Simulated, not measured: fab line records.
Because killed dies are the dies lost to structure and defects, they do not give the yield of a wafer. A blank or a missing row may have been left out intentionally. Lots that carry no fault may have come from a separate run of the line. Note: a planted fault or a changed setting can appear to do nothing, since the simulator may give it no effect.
The tool behind it: which one? :: flow nand-harc :: 13 lots with 39 wafers sampled at 6 steps, on a route of 1302 steps

## WHAT THE GAUGES READ, wafer by wafer
NHARC_A_SOURCE_PLATE_INSPECT_08.
lot: L770
measured: day 8 03:03
on: defect-inspect-02
raw-defect-count: 35 46 39

lot: L772
measured: day 8 21:55
on: defect-inspect-02
raw-defect-count: 58 56 23

lot: L773
measured: day 9 09:04
on: defect-inspect-01
raw-defect-count: 47 79 54

lot: L775
measured: day 9 17:04
on: defect-inspect-02
raw-defect-count: 33 41 62

lot: L777
measured: day 10 19:28
on: defect-inspect-01
raw-defect-count: 85 82 57

lot: L778
measured: day 10 19:28
on: defect-inspect-02
raw-defect-count: 29 46 31

lot: L779
measured: day 11 19:29
on: defect-inspect-02
raw-defect-count: 42 37 71

lot: L781
measured: day 12 11:05
on: defect-inspect-01
raw-defect-count: 44 73 44

lot: L782
measured: day 12 17:16
on: defect-inspect-02
raw-defect-count: 52 35 82

lot: L783
measured: day 13 16:01
on: defect-inspect-01
raw-defect-count: 73 145 95

lot: L784
measured: day 14 00:05
on: defect-inspect-01
raw-defect-count: 73 87 158

lot: L789
measured: day 15 18:41
on: defect-inspect-01
raw-defect-count: 60 70 70

lot: L791
measured: day 16 15:28
on: defect-inspect-02
raw-defect-count: 51 81 70

NHARC_A_ONON_D1_THK_MEAS_24: measures by ellipsometry.
lot: L770
measured: day 8 17:40
on: film-metro-01
thk-nm (nm): 1002 1002 1002

lot: L772
measured: day 9 09:40
on: film-metro-01
thk-nm (nm): 989 989 992

lot: L773
measured: day 9 20:49
on: film-metro-02
thk-nm (nm): 1002 1004 1005

lot: L775
measured: day 10 04:52
on: film-metro-01
thk-nm (nm): 1017 1018 1019

lot: L777
measured: day 11 07:14
on: film-metro-02
thk-nm (nm): 995 995 994

lot: L778
measured: day 11 07:14
on: film-metro-01
thk-nm (nm): 1012 1010 1011

lot: L779
measured: day 12 07:05
on: film-metro-01
thk-nm (nm): 988 989 989

lot: L781
measured: day 13 00:58
on: film-metro-01
thk-nm (nm): 989 989 989

lot: L782
measured: day 13 05:40
on: film-metro-02
thk-nm (nm): 1003 1005 1002

lot: L783
measured: day 14 04:30
on: film-metro-02
thk-nm (nm): 1006 1008 1007

lot: L784
measured: day 14 14:08
on: film-metro-02
thk-nm (nm): 997 995 996

lot: L789
measured: day 16 06:28
on: film-metro-02
thk-nm (nm): 678 678 677

lot: L791
measured: day 17 04:10
on: film-metro-02
thk-nm (nm): 665 664 663

NHARC_A_CHANNEL_HOLE_D1_INSPECT_12.
lot: L770
measured: day 9 03:51
on: defect-inspect-02
raw-defect-count: 2 3 4

lot: L772
measured: day 9 14:03
on: defect-inspect-02
raw-defect-count: 4 10 4

lot: L773
measured: day 10 01:26
on: defect-inspect-01
raw-defect-count: 5 6 5

lot: L775
measured: day 10 09:20
on: defect-inspect-02
raw-defect-count: 3 6 8

lot: L777
measured: day 11 13:17
on: defect-inspect-02
raw-defect-count: 11 4 5

lot: L778
measured: day 11 11:49
on: defect-inspect-02
raw-defect-count: 4 3 3

lot: L779
measured: day 12 13:04
on: defect-inspect-02
raw-defect-count: 5 4 12

lot: L781
measured: day 13 05:25
on: defect-inspect-02
raw-defect-count: 3 3 4

lot: L782
measured: day 13 10:14
on: defect-inspect-02
raw-defect-count: 7 3 3

lot: L783
measured: day 14 09:03
on: defect-inspect-02
raw-defect-count: 2 8 13

lot: L784
measured: day 14 18:34
on: defect-inspect-01
raw-defect-count: 5 6 11

NHARC_END_SORT_01.
lot: L789
measured: day 33 09:56
on: prober-01
killed-at-array: 666 660 666
killed-at-other: 2 3 4
killed-at-periphery: 9 14 7
killed-dies: 677 677 677
killed-open: 4 4 1
killed-short: 1 3 2

lot: L791
measured: day 33 18:29
on: prober-01
killed-at-array: 672 671 674
killed-at-other: 0 0 0
killed-at-periphery: 5 6 3
killed-dies: 677 677 677
killed-open: 2 1 5
killed-short: 4 3 4

## WHAT TOOL EACH LOT RAN ON (gives the tool, then ch and the chambers of the sampled wafers, and finally the start)
lot: L770
NHARC_P_BONDPAD_CMP_19: cmp-04 ch 2,3, day 7 03:22
NHARC_A_ONON_D1_DEP_22: pecvd-onon-03 ch 0, day 8 17:10

lot: L772
NHARC_P_BONDPAD_CMP_19: cmp-02 ch 0,1, day 7 21:36
NHARC_A_ONON_D1_DEP_22: pecvd-onon-01 ch 0, day 9 09:13

lot: L773
NHARC_P_BONDPAD_CMP_19: cmp-02 ch 0,1,3, day 8 05:09
NHARC_A_ONON_D1_DEP_22: pecvd-onon-01 ch 0, day 9 20:22

lot: L775
NHARC_P_BONDPAD_CMP_19: cmp-04 ch 1,2,3, day 8 17:36
NHARC_A_ONON_D1_DEP_22: pecvd-onon-03 ch 0, day 10 04:21

lot: L777
NHARC_P_BONDPAD_CMP_19: cmp-01 ch 1,2,3, day 9 20:13
NHARC_A_ONON_D1_DEP_22: pecvd-onon-03 ch 0, day 11 06:47

lot: L778
NHARC_P_BONDPAD_CMP_19: cmp-01 ch 0,2, day 9 22:57
NHARC_A_ONON_D1_DEP_22: pecvd-onon-01 ch 0, day 11 06:44

lot: L779
NHARC_P_BONDPAD_CMP_19: cmp-02 ch 0,2,3, day 10 19:16
NHARC_A_ONON_D1_DEP_22: pecvd-onon-02 ch 0, day 12 06:38

lot: L781
NHARC_P_BONDPAD_CMP_19: cmp-01 ch 0,1,3, day 11 11:19
NHARC_A_ONON_D1_DEP_22: pecvd-onon-03 ch 0, day 13 00:26

lot: L782
NHARC_P_BONDPAD_CMP_19: cmp-02 ch 0,2,3, day 11 15:10
NHARC_A_ONON_D1_DEP_22: pecvd-onon-01 ch 0, day 13 05:10

lot: L783
NHARC_P_BONDPAD_CMP_19: cmp-04 ch 2,3, day 12 12:47
NHARC_A_ONON_D1_DEP_22: pecvd-onon-03 ch 0, day 14 03:59

lot: L784
NHARC_P_BONDPAD_CMP_19: cmp-01 ch 2,3, day 13 00:58
NHARC_A_ONON_D1_DEP_22: pecvd-onon-01 ch 0, day 14 13:38

lot: L789
NHARC_P_BONDPAD_CMP_19: cmp-01 ch 0,1, day 14 18:41
NHARC_A_ONON_D1_DEP_22: pecvd-onon-01 ch 0, day 16 06:01

lot: L791
NHARC_P_BONDPAD_CMP_19: cmp-04 ch 0,3, day 15 16:23
NHARC_A_ONON_D1_DEP_22: pecvd-onon-01 ch 0, day 17 03:46
- NHARC_P_BONDPAD_CMP_19: polishes, t overpolish 30 s, cu recess touch 16 s, target thk 160.81 nm.
- NHARC_A_ONON_D1_DEP_22: target thk 1000 nm.

## WHAT THE TOOLS THEMSELVES READ (means of the sampled wafers that have a number; where no wafer has one, the mark that the record gives instead)
NHARC_P_BONDPAD_CMP_19.
lot: L770
tool: cmp-04
motor-current-A (A): 13.2
overpolish-run-s (s): 30.002

lot: L772
tool: cmp-02
motor-current-A (A): 12.4
overpolish-run-s (s): 29.999

lot: L773
tool: cmp-02
motor-current-A (A): 12.0
overpolish-run-s (s): 30.006

lot: L775
tool: cmp-04
motor-current-A (A): 13.1
overpolish-run-s (s): 30.004

lot: L777
tool: cmp-01
motor-current-A (A): 12.8
overpolish-run-s (s): 29.991

lot: L778
tool: cmp-01
motor-current-A (A): 11.8
overpolish-run-s (s): 30.007

lot: L779
tool: cmp-02
motor-current-A (A): 11.2
overpolish-run-s (s): 30.003

lot: L781
tool: cmp-01
motor-current-A (A): 12.9
overpolish-run-s (s): 30.001

lot: L782
tool: cmp-02
motor-current-A (A): 11.6
overpolish-run-s (s): 30.009

lot: L783
tool: cmp-04
motor-current-A (A): 13.8
overpolish-run-s (s): 30.005

lot: L784
tool: cmp-01
motor-current-A (A): 13.4
overpolish-run-s (s): 30.000

lot: L789
tool: cmp-01
motor-current-A (A): 11.5
overpolish-run-s (s): 30.004

lot: L791
tool: cmp-04
motor-current-A (A): 11.3
overpolish-run-s (s): 29.992

NHARC_A_ONON_D1_DEP_22.
lot: L770
tool: pecvd-onon-03
nh3-flow-sccm (sccm): 498.9
susceptor-temp-C (C): 399.71

lot: L772
tool: pecvd-onon-01
nh3-flow-sccm (sccm): 498.1
susceptor-temp-C (C): 399.74

lot: L773
tool: pecvd-onon-01
nh3-flow-sccm (sccm): 498.0
susceptor-temp-C (C): 400.03

lot: L775
tool: pecvd-onon-03
nh3-flow-sccm (sccm): 500.6
susceptor-temp-C (C): 399.90

lot: L777
tool: pecvd-onon-03
nh3-flow-sccm (sccm): 499.5
susceptor-temp-C (C): 400.05

lot: L778
tool: pecvd-onon-01
nh3-flow-sccm (sccm): 499.6
susceptor-temp-C (C): 399.95

lot: L779
tool: pecvd-onon-02
nh3-flow-sccm (sccm): 500.8
susceptor-temp-C (C): 400.03

lot: L781
tool: pecvd-onon-03
nh3-flow-sccm (sccm): 500.0
susceptor-temp-C (C): 399.83

lot: L782
tool: pecvd-onon-01
nh3-flow-sccm (sccm): 500.2
susceptor-temp-C (C): 399.62

lot: L783
tool: pecvd-onon-03
nh3-flow-sccm (sccm): 500.6
susceptor-temp-C (C): 399.59

lot: L784
tool: pecvd-onon-01
nh3-flow-sccm (sccm): 499.7
susceptor-temp-C (C): 400.17

lot: L789
tool: pecvd-onon-01
nh3-flow-sccm (sccm): 500.5
susceptor-temp-C (C): 400.02

lot: L791
tool: pecvd-onon-01
nh3-flow-sccm (sccm): 499.4
susceptor-temp-C (C): 400.15

## THE ANSWER, worked out from the rows above alone
Rule: what is usual is taken from the lots themselves. The widest of any qualifying gaps counts: lots, ordered by their means at a reading, are off when they make up no more than a third of the lots, leave a main group of 4 or more, and stand apart from it by 3 or more times the standard deviation of that group's means. If all means in a main group match to the digits the tables above print for the reading, that group is not used. A lot without any number at a reading at which 4 lots or more have one is off too. The other lots that the step has rows for count as sound. First the gauges in route order, then the tools' own readings, where a lot's mean is used as printed above. At the first step where some lot is off, the reading lying furthest off is the one used; lots without a number count as furthest.
Off: L789, L791 (NHARC_A_ONON_D1_THK_MEAS_24, thk-nm). For the main group the mean is 1000 nm and the standard deviation 9.1.
A tool fits if, at a process step before that reading, it ran every lot that is off, and no sound lot after the first of them. Those tools and the gauges at NHARC_A_ONON_D1_THK_MEAS_24 are tried in the same way. Can't be told from this: 2 tools fit, pecvd-onon-01 at NHARC_A_ONON_D1_DEP_22, film-metro-02 at NHARC_A_ONON_D1_THK_MEAS_24.

## WHAT HAD BEEN PUT IN BY THE SIMULATOR
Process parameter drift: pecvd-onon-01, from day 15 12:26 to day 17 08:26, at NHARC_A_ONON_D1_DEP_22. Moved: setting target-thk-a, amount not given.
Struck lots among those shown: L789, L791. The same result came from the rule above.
